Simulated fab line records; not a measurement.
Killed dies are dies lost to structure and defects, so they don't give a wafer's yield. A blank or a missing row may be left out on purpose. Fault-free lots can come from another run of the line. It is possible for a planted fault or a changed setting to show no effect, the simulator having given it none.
Lot-split experiment || flow n5 finfet || 7 lots, 21 wafers read, on a route of 1938 steps

ON THE SPLIT
At N5_BEOL_M4_ETCH_64 (etches SOC in N2/H2, target depth 75 nm, overetch 22.5 nm, time 121.9 s), the setting bias w was moved away from the recipe's 150 W on 6 of the 21 wafers read, by -6.6% to +9.9%. This setting was run at the recipe's value on the other wafers.

The split's own step is where the reading is taken.

THE READING
rf vpp V, in V, at N5_BEOL_M4_ETCH_64 (etches SOC in N2/H2, target depth 75 nm, overetch 22.5 nm, time 121.9 s). Fault-free wafers of this fab line usually give 524.4 V, standard deviation 2.7 V.

{"wafer": "L075.3", "tool, chamber at the split": "rie diel-01, 1", "bias w as run, W": 150, "against the recipe": "recipe", "rf vpp V, V": 526.1, "against lot-mates on the recipe": "-"}
{"wafer": "L075.4", "tool, chamber at the split": "rie diel-01, 0", "bias w as run, W": 150, "against the recipe": "recipe", "rf vpp V, V": 526.8, "against lot-mates on the recipe": "-"}
{"wafer": "L075.5", "tool, chamber at the split": "rie diel-01, 2", "bias w as run, W": 150, "against the recipe": "recipe", "rf vpp V, V": 528.4, "against lot-mates on the recipe": "-"}
{"wafer": "L077.2", "tool, chamber at the split": "rie diel-01, 2", "bias w as run, W": 140.1, "against the recipe": "-6.6%", "rf vpp V, V": 504.7, "against lot-mates on the recipe": -22.0}
{"wafer": "L077.3", "tool, chamber at the split": "rie diel-01, 0", "bias w as run, W": 150, "against the recipe": "recipe", "rf vpp V, V": 526.7, "against lot-mates on the recipe": "-"}
{"wafer": "L077.5", "tool, chamber at the split": "rie diel-01, 1", "bias w as run, W": 140.1, "against the recipe": "-6.6%", "rf vpp V, V": 504.8, "against lot-mates on the recipe": -21.9}
{"wafer": "L081.1", "tool, chamber at the split": "rie diel-05, 0", "bias w as run, W": 142, "against the recipe": "-5.3%", "rf vpp V, V": 505.5, "against lot-mates on the recipe": -19.0}
{"wafer": "L081.2", "tool, chamber at the split": "rie diel-05, 2", "bias w as run, W": 150, "against the recipe": "recipe", "rf vpp V, V": 521.4, "against lot-mates on the recipe": "-"}
{"wafer": "L081.3", "tool, chamber at the split": "rie diel-05, 3", "bias w as run, W": 150, "against the recipe": "recipe", "rf vpp V, V": 527.6, "against lot-mates on the recipe": "-"}
{"wafer": "L082.1", "tool, chamber at the split": "rie diel-03, 1", "bias w as run, W": 150, "against the recipe": "recipe", "rf vpp V, V": 523.0, "against lot-mates on the recipe": "-"}
{"wafer": "L082.4", "tool, chamber at the split": "rie diel-03, 3", "bias w as run, W": 150, "against the recipe": "recipe", "rf vpp V, V": 520.6, "against lot-mates on the recipe": "-"}
{"wafer": "L082.5", "tool, chamber at the split": "rie diel-03, 2", "bias w as run, W": 150, "against the recipe": "recipe", "rf vpp V, V": 523.2, "against lot-mates on the recipe": "-"}
{"wafer": "L084.4", "tool, chamber at the split": "rie diel-03, 3", "bias w as run, W": 150, "against the recipe": "recipe", "rf vpp V, V": 520.7, "against lot-mates on the recipe": "-"}
{"wafer": "L084.5", "tool, chamber at the split": "rie diel-03, 1", "bias w as run, W": 150, "against the recipe": "recipe", "rf vpp V, V": 522.4, "against lot-mates on the recipe": "-"}
{"wafer": "L084.6", "tool, chamber at the split": "rie diel-03, 0", "bias w as run, W": 157.2, "against the recipe": "+4.8%", "rf vpp V, V": 544.3, "against lot-mates on the recipe": "+22.8"}
{"wafer": "L090.1", "tool, chamber at the split": "rie diel-03, 3", "bias w as run, W": 150, "against the recipe": "recipe", "rf vpp V, V": 520.9, "against lot-mates on the recipe": "-"}
{"wafer": "L090.3", "tool, chamber at the split": "rie diel-03, 2", "bias w as run, W": 150, "against the recipe": "recipe", "rf vpp V, V": 521.2, "against lot-mates on the recipe": "-"}
{"wafer": "L090.4", "tool, chamber at the split": "rie diel-03, 1", "bias w as run, W": 150, "against the recipe": "recipe", "rf vpp V, V": 521.5, "against lot-mates on the recipe": "-"}
{"wafer": "L093.2", "tool, chamber at the split": "rie diel-01, 2", "bias w as run, W": 150, "against the recipe": "recipe", "rf vpp V, V": 528.4, "against lot-mates on the recipe": "-"}
{"wafer": "L093.4", "tool, chamber at the split": "rie diel-01, 3", "bias w as run, W": 164.9, "against the recipe": "+9.9%", "rf vpp V, V": 553.5, "against lot-mates on the recipe": "+25.1"}
{"wafer": "L093.5", "tool, chamber at the split": "rie diel-01, 1", "bias w as run, W": 164.9, "against the recipe": "+9.9%", "rf vpp V, V": 557.7, "against lot-mates on the recipe": "+29.3"}

FIT RESULTS
A straight line over all 21 wafers: rf vpp V changes by +3.2 V for each +1% of bias w; r = +0.98; the points scatter about the line by 3 V.
The same after taking each lot's own level away (the mean of its wafers on the recipe; 21 wafers): +3.1 V for each +1%; r = +0.98; scatter 2.7 V.
On that fit, the largest move of bias w shifts the reading by 31 V.
Measured against the standard deviation above, the lots' own levels, which go from 521.20 to 528.40 V, span 2.7 times it.
So the lot-to-lot level changes the slope little: the two slopes agree.
Check: for one of the wafers moved furthest among these (+9.9%), held out of the fit, the line's prediction against its lot-mates is +33.2 V. Against them it came out at +25.1 V.
Tool readings at the split's step, against how far the setting was moved: rf vpp V r = +0.98.

THE OTHER SPLITS THESE WAFERS WENT THROUGH
Note: prior to the reading, these wafers also went through further splits. Each is held against what the fit with the lots' levels taken away leaves over:
{"other split on the same wafers": "N5_BEOL_M2_COAT_22 spin rpm", "wafers away from the commonest value": 7, "r with rf vpp V (lot level and that fit taken away)": "+0.12"}
{"other split on the same wafers": "N5_BEOL_M3_EXPOSE_25 dose mj", "wafers away from the commonest value": 6, "r with rf vpp V (lot level and that fit taken away)": "+0.07"}
{"other split on the same wafers": "N5_BEOL_M3_ETCH_70 source w", "wafers away from the commonest value": 7, "r with rf vpp V (lot level and that fit taken away)": "+0.10"}
{"other split on the same wafers": "N5_BEOL_M4_DESCUM_16 time s", "wafers away from the commonest value": 6, "r with rf vpp V (lot level and that fit taken away)": -0.38}

FILE'S OWN FIT
rf vpp V changes by +3.23 V for each +1% of bias w, r = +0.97.
